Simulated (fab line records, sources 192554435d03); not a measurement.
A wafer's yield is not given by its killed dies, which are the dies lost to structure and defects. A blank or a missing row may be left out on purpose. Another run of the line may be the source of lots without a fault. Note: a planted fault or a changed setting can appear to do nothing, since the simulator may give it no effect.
Matching of chambers | flow n5-finfet | N5_SD_EPI_P_ETCH_16 on rie-diel-01 has 4 sister chambers
The step etches SiO2 in CHF3/O2, target depth 5 nm. 4 wafers are shown with their chamber, then 9 later ones without.

== WAFERS PAIRED WITH THEIR CHAMBERS ==
wafer  | chamber | throttle-valve-pct (%)
L084.3 | 2       | 18.43
L087.5 | 1       | 19.30
L089.5 | 3       | 18.96
L089.6 | 0       | 18.49

== WAFERS WHOSE CHAMBER IS MISSING ==
wafer  | throttle-valve-pct (%)
L090.1 | 18.45
L090.2 | 19.31
L090.5 | 18.97
L093.3 | 19.32
L093.5 | 18.47
L093.6 | 18.97
L095.2 | 19.34
L095.3 | 18.51
L095.5 | 18.48

== THE CHAMBER EACH PASSED THROUGH ==
wafer  | from the rows above     | in truth
L090.1 | can't be placed: 2 or 0 | 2
L090.2 | 1                       | 1
L090.5 | 3                       | 3
L093.3 | 1                       | 1
L093.5 | can't be placed: 0 or 2 | 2
L093.6 | 3                       | 3
L095.2 | 1                       | 1
L095.3 | 0                       | 0
L095.5 | 0                       | 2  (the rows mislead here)
Correct placement for 6 of the 9. Not placeable from these rows: 2 (in 2, the candidates include the true chamber). Placed wrongly: 1.
How it was worked out, from the rows above alone: a wafer's distance from a chamber is the root of the sum, over the readings, of the square of ((its reading less the chamber's mean) divided by the reading's scatter). The wafer belongs to the nearest chamber; if the next one is less than 2 further off, it can't be placed. Each chamber's mean is taken over the wafers shown for it. The scatter: root of mean squared gap, hidden wafer to nearest shown wafer, with one shown wafer a chamber.
